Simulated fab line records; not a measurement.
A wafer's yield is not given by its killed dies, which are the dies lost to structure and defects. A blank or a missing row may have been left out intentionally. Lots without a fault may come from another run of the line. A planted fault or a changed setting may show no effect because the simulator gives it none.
Which tool did it? + flow n5-finfet + Sampling: 9 lots, 27 wafers, 5 of 1938 route steps

WHAT EACH GAUGE READ, for each wafer
N5_BEOL_M4_RC_MEAS_101.
| lot  | measured     | on        | DIBL_N (mV/V)  |
|------|--------------|-----------|----------------|
| L774 | day 9 06:52  | prober-01 | 34.8 36.2 36.5 |
| L777 | day 11 01:40 | prober-02 | 33.2 38.8 34.7 |
| L779 | day 11 06:08 | prober-01 | 35.6 35.2 37.1 |
| L780 | day 11 08:01 | prober-02 | 34.0 34.2 32.9 |
| L782 | day 13 00:28 | prober-01 | 33.1 33.8 32.3 |
| L784 | day 13 07:22 | prober-01 | 38.7 37.5 37.1 |
| L785 | day 13 16:12 | prober-02 | 36.9 36.6 38.0 |
| L791 | day 14 19:54 | prober-01 | 37.3 36.6 38.7 |
| L793 | day 14 13:58 | prober-02 | 38.3 35.8 36.4 |

TOOL THAT RAN EACH LOT (tool first, then ch and the chambers of the sampled wafers, then the start)
| lot  | N5_ZERO_LAYER_PECVD_02       | N5_ZERO_LAYER_STRIP_24              | N5_WELL_APT_RTA_34              | N5_PMOS_HMC_CHANNEL_EPI_CMP_21 |
|------|------------------------------|-------------------------------------|---------------------------------|--------------------------------|
| L774 | pecvd-01 ch 0,2, day 2 00:17 | plasma-asher-02 ch 0,1, day 2 01:23 | rtp-anneal-01 ch 0, day 2 04:56 | cmp-03 ch 0,3, day 2 08:45     |
| L777 | pecvd-03 ch 0,1, day 2 18:17 | plasma-asher-02 ch 0,1, day 2 19:02 | rtp-anneal-01 ch 0, day 2 22:16 | cmp-04 ch 0,1,3, day 3 01:56   |
| L779 | pecvd-03 ch 0,2, day 3 06:17 | plasma-asher-01 ch 0,1, day 3 07:01 | rtp-anneal-01 ch 0, day 3 10:31 | cmp-04 ch 1,2,3, day 3 13:57   |
| L780 | pecvd-01 ch 0,2, day 3 12:17 | plasma-asher-02 ch 0,1, day 3 12:59 | rtp-anneal-02 ch 0, day 3 15:48 | cmp-01 ch 2,3, day 3 19:07     |
| L782 | pecvd-01 ch 0,1, day 4 00:17 | plasma-asher-01 ch 0,1, day 4 00:55 | rtp-anneal-01 ch 0, day 4 04:38 | cmp-04 ch 0,1,2, day 4 08:29   |
| L784 | pecvd-01 ch 0,1, day 4 12:17 | plasma-asher-02 ch 0,1, day 4 12:53 | rtp-anneal-01 ch 0, day 4 15:53 | cmp-04 ch 2,3, day 4 19:10     |
| L785 | pecvd-04 ch 1,2, day 4 18:17 | plasma-asher-01 ch 0,1, day 4 18:57 | rtp-anneal-02 ch 0, day 4 21:44 | cmp-04 ch 0,2,3, day 5 01:13   |
| L791 | pecvd-01 ch 0,1, day 6 06:17 | plasma-asher-01 ch 0,1, day 6 07:01 | rtp-anneal-01 ch 0, day 6 09:42 | cmp-01 ch 0,1,3, day 6 14:07   |
| L793 | pecvd-04 ch 0,1, day 6 18:17 | plasma-asher-02 ch 0, day 6 18:53   | rtp-anneal-01 ch 0, day 6 21:41 | cmp-01 ch 0,3, day 7 02:04     |
- N5_ZERO_LAYER_PECVD_02: deposits SiO2 from SiH4/N2O, target thk 10 nm, time 6 s.
- N5_ZERO_LAYER_STRIP_24: strips in O2.
- N5_WELL_APT_RTA_34: time 10 s.
- N5_PMOS_HMC_CHANNEL_EPI_CMP_21: polishes SiGe30, target thk 54 nm.

THE ANSWER, worked out from the rows above alone
Rule: the lots themselves supply what counts as usual. Put in order of their means at a reading, lots are off if they are a third of the lots or fewer, leave a main group of 4 or more, and stand apart from it by a gap of 3 or more times the standard deviation of the main group's means; of several such gaps the widest counts. A main group whose means are all the same, to the digits that the tables above print for the reading, isn't used. A lot without any number at a reading at which 4 lots or more have one is off too. Where the step has rows for the other lots, those lots are counted as sound.
No lot is off at any reading shown: from this, nothing can be told.

WHAT WAS PUT IN BY THE SIMULATOR
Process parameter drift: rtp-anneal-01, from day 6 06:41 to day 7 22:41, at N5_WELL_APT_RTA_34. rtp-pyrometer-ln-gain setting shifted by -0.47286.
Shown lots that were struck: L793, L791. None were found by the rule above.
